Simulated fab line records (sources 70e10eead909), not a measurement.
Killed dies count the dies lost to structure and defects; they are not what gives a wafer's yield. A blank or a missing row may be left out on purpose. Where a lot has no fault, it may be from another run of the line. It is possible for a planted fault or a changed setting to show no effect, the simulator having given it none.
Comparing a struck lot with a sound one | flow nandHarc | 15 steps out of a route of 1159
Sound: these wafers, L229.1, L229.2, L229.3. Wafers L216.1, L216.2, L216.6 were the ones struck. The cause comes at the end.
At each step with rows: each side's tool, then ch and its chambers, then its first start. Under that, the readings that differ: sound wafers | struck wafers | difference of the means | sigmas: that difference in standard deviations of wafers without a fault.
alike: a reading whose means differ by less than 2 such deviations, as well as words and numbers matching on both sides. not compared: withheld readings; readings where some wafer has no value; bounds like >300 that might hide an equal value; numbers whose values overlap and for which the record gives no deviation.
The two part at a step that has a row with sigmas, a row that says differs or no value, or rows on one side only. Numbers that don't overlap but have no deviation are shown without sigmas and don't part them. Lack of a reading on every wafer of one side parts them only where that side has two or more wafers.

first, 9 steps without rows for these wafers: NHARC_P_ZERO_WELL_STRIP_15 (strips in SPM, time 900 s); NHARC_P_ZERO_WELL_DEHYDRATE_16 (time 120 s); NHARC_P_ZERO_WELL_HMDS_17 (time 30 s); NHARC_P_ZERO_WELL_COAT_18; NHARC_P_ZERO_WELL_SOFTBAKE_19 (time 95 s); NHARC_P_ZERO_WELL_EBR_20; NHARC_P_ZERO_WELL_EXPOSE_21 (exposes mask P NWELL, target cd 720 nm); NHARC_P_ZERO_WELL_PEB_22 (peb time 85 s); NHARC_P_ZERO_WELL_DEVELOP_23 (time 70 s).
NHARC_P_ZERO_WELL_CD_MEAS_24: the cd target is 720 nm.
  sound on cdSem-03 ch 0, day 6 14:28; struck on cdSem-01 ch 0, day 3 08:28
  alike: cdNm
then, 1 step without rows for these wafers: NHARC_P_ZERO_WELL_HARDBAKE_25 (time 80 s).
NHARC_P_ZERO_WELL_DESCUM_26: chemistry O2, time 3 s.
  sound on rieDiel-11 ch 0,1,2, day 6 14:38; struck on rieDiel-05 ch 1,2,3, day 3 08:40
  alike: chamberPressureMTorr, drypumpMotorCurrentA, oesProductAu, rfVppV, showerheadPlenumPTorr, throttleValvePct
  not compared: rfHoursCounterH
NHARC_P_ZERO_WELL_IMPLANT_27:
  struck on implanter-02, day 3 08:47; sound on implanter-02 ch 0, day 6 14:46
  no value came back on the struck wafers for beamEnergyKeV, beamOnS (s); on the sound wafers beamEnergyKeV reads 599.90 599.98 600.17
after that, 1 step had no rows for these wafers: NHARC_P_ZERO_WELL_IMPLANT_57.
-- jump in the record: it breaks off in module P_ZERO_WELL and resumes in module END (first step shown: number 1159 of the route), and 18 days separate the struck wafers' starts before and after --
NHARC_END_SORT_01:
  sound on prober-02 ch 0, day 24 19:58; struck on prober-01 ch 0, day 21 09:27
reading           | sound    | struck      | difference | sigmas
killedAtOther     | 0 0 0    | 0 5 1       | +2         | +3
killedAtPeriphery | 3 4 3    | 636 632 641 | +633       | +99 or more
killedDies        | 32 33 24 | 677 677 677 | +647       | +54
  alike: killedAtArray, killedOpen, killedShort

== WHERE THEY PART ==
Earliest at NHARC_P_ZERO_WELL_IMPLANT_27; latest, in this record, at NHARC_END_SORT_01.

WHY: whatever the simulator had introduced
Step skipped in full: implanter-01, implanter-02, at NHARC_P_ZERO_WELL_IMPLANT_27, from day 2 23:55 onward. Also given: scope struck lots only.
